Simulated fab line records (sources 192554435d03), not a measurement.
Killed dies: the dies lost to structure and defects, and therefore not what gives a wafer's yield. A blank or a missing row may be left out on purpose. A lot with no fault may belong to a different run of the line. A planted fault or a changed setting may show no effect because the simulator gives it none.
Struck lot and sound lot, side by side + flow n5 finfet + 40 out of 1938 route steps
Sound: wafers L282.3, L282.5, L282.6. Struck: wafer L285.3; the same lot's L285.6 was not struck, so it is left out; see the end for the cause.
Per side, at each step with rows, come the tool, then ch with its chambers, and then its first start. Under that, the readings that differ: sound wafers + struck wafers + difference of the means + sigmas: that difference in standard deviations of wafers without a fault.
alike: same words and numbers on both sides, and readings whose means sit less than 2 such deviations apart. not compared: any withheld reading, any reading some wafer has no value for, any bound like >300 that may hide the same value, and any number with overlapping values for which the record gives no deviation.
Wherever a step has rows on one side only, a row that says differs or no value, or a row with sigmas, the two part there. Non-overlapping numbers with no deviation appear without sigmas and do not part them. Lack of a reading on every wafer of one side parts them only where that side has two or more wafers.

first, 11 steps without rows for these wafers: N5_HKMG_FIN_STRIP_60 (strips in N2/H2, time 360 s); N5_HKMG_FIN_WET_ETCH_77 (etches La2O3 in dHCl, stops on HfO2, target depth 2 nm); N5_HKMG_FIN_WET_ETCH_78 (etches Al2O3 in dNH4OH, stops on La2O3, target depth 4.5 nm, rinse time 30 s); N5_HKMG_FIN_ALD_79 (deposits TiN, target thk 1.5 nm, pulse time 1 s, purge time 3 s); N5_HKMG_FIN_CVD_62 (deposits a-Si from Si2H6, target thk 3 nm, time 20.8 s); N5_HKMG_FIN_RTA_80 (time 2 s); N5_HKMG_FIN_PRECLEAN_64 (cleans in dHF, time 30 s); N5_HKMG_FIN_WET_ETCH_65 (etches a-Si in TMAH, stops on TiN, time 49 s, target depth 3 nm); N5_HKMG_FIN_WET_ETCH_81 (etches TiN in SC1, stops on HfO2, time 57 s, target depth 6 nm); N5_HKMG_FIN_WET_ETCH_82 (etches La2O3 in dHCl, stops on HfO2, target depth 2 nm, rinse time 30 s); N5_HKMG_FIN_ALD_36 (deposits TiN, target thk 1 nm, pulse time 1 s, purge time 3 s).
N5_HKMG_FIN_PWFM_ALD_03: deposits TiN, target thk 2 nm, pulse time 1 s, purge time 3 s.
  sound on ald metal-04 ch 0,3, day 7 15:07; struck on ald metal-04 ch 2, day 8 10:46
| reading                                       | sound    | struck | difference | sigmas |
|-----------------------------------------------|----------|--------|------------|--------|
| ald cycles                                    | 91 91 91 | 57     | -34        |        |
| model.TiN_of_HKMG_FIN_PWFM_ALD_03.thk nm (nm) | 2 2 2    | 1.2    | -0.8       |        |
  alike: heater power w, precursor pulse height rel
then, 26 steps without rows for these wafers: N5_HKMG_FIN_COAT_29 (time 60 s, resist thk 300 nm); N5_HKMG_FIN_COAT_30 (time 60 s, resist thk 35 nm); N5_HKMG_FIN_COAT_06 (resist thk 90 nm); N5_HKMG_FIN_EBR_08; N5_HKMG_FIN_SOFTBAKE_07 (time 60 s); N5_HKMG_FIN_EXPOSE_09 (exposes mask NWFM); N5_HKMG_FIN_PEB_10 (peb time 60 s); N5_HKMG_FIN_DEVELOP_11 (develop time 30 s); N5_HKMG_FIN_DESCUM_17 (chemistry O2, time 7.9 s); N5_HKMG_FIN_ETCH_31 (etches SiARC in CF4, target depth 45.5 nm, time 75.8 s); N5_HKMG_FIN_ETCH_32 (etches SOC in N2/H2, target depth 240 nm, time 300 s); N5_HKMG_FIN_STRIP_33 (strips in N2/H2); N5_HKMG_FIN_STRIP_34 (strips in CF4); N5_HKMG_FIN_ETCH_35 (etches SOC in N2/H2, target depth 215.8 nm, time 243.4 s); N5_HKMG_FIN_STRIP_92 (strips SOC in N2/H2, time 20 s); N5_HKMG_FIN_WET_ETCH_18 (etches TiN in SC1, time 55 s, target depth 5.2 nm, rinse time 30 s); N5_HKMG_FIN_STRIP_19 (strips in N2/H2, time 360 s); N5_HKMG_FIN_ALD_91 (deposits TiN, target thk 1 nm, pulse time 1 s, purge time 3 s); N5_HKMG_FIN_COAT_85 (time 60 s, resist thk 300 nm); N5_HKMG_FIN_ETCH_86 (etches SOC in N2/H2, stops on TiN, target depth 393.2 nm); N5_HKMG_FIN_STRIP_89 (strips SOC in N2/H2, time 20 s); N5_HKMG_FIN_WET_ETCH_87 (etches TiN in SC1, time 154.2 s, target depth 4.7 nm, rinse time 30 s); N5_HKMG_FIN_STRIP_88 (strips in N2/H2, time 360 s); N5_HKMG_FIN_NWFM_ALD_20 (deposits TiAlC, target thk 2 nm, pulse time 3 s, purge time 2 s); N5_HKMG_FIN_ALD_71 (deposits TiN, target thk 1 nm, pulse time 1 s, purge time 3 s); N5_HKMG_FIN_COAT_66 (time 60 s, resist thk 300 nm).
-- a jump in the record: the struck wafers' starts before and after are 3 days apart (it breaks off in module HKMG_FIN and resumes in module BEOL_M4, where the first step shown is number 1111 of the route) --
N5_BEOL_M4_RC_MEAS_101:
  sound on prober-02 ch 0, day 11 04:13; struck on prober-01 ch 0, day 11 18:18
| reading             | sound                   | struck  | difference | sigmas |
|---------------------|-------------------------|---------|------------|--------|
| IOFF_P (nA/um)      | 0.19 0.17 0.19          | 0.07    | -0.11      | -4     |
| IOFF_P_85C (nA/um)  | 3.4 3.0 3.4             | 1.5     | -1.8       | -4     |
| IOFF_P_LIN (nA/um)  | 0.091 0.080 0.091       | 0.033   | -0.054     | -5     |
| IOFF_P_LONG (nA/um) | 9.6e-05 9.5e-05 9.2e-05 | 6.4e-05 | -3.0e-05   | -3     |
| ION_P (uA/um)       | 453 452 460             | 410     | -45        | -7     |
| VT_P (mV)           | -253 -255 -253          | -281    | -27        | -8     |
| VT_P_LONG (mV)      | -278 -281 -282          | -306    | -26        | -8     |
| VT_P_LVT (mV)       | -100.1 -103.0 -99.3     | -129.9  | -29.1      | -11    |
  alike: DIBL_N, DIBL_P, IOFF_N, ION_N, SS_N, SS_P, VT_N
-- the record jumps here: 4 days lie between the struck wafers' starts before and after (it left off in module BEOL_M4 and takes up again in module PASSIVATION, whose first step shown is number 1936 of the route) --
N5_PASSIVATION_PROBE_49:
  struck on prober-02, day 15 20:23; sound on prober-02, day 15 15:31
| reading              | sound          | struck | difference | sigmas |
|----------------------|----------------|--------|------------|--------|
| sort_bin_8_speed (%) | 0 0 0          | 90.17  | +90.17     |        |
| sort n pass          | 1108 1104 1085 | 5      | -1094      | -61    |
| sort yield pct (%)   | 93.9 93.6 91.9 | 0.4    | -92.7      | -62    |
  alike: defect limited yield, killed_at_M0_to_M3, killed_at_M4_up, killed at contacts, killed at front end, killed at other, killed dies, killed open, killed short, sort_bin_5_function, sort_bin_6_memory

== WHERE THEY PART ==
Last at N5_PASSIVATION_PROBE_49 as far as this record goes, first at N5_BEOL_M4_RC_MEAS_101.

WHY: whatever the simulator had introduced
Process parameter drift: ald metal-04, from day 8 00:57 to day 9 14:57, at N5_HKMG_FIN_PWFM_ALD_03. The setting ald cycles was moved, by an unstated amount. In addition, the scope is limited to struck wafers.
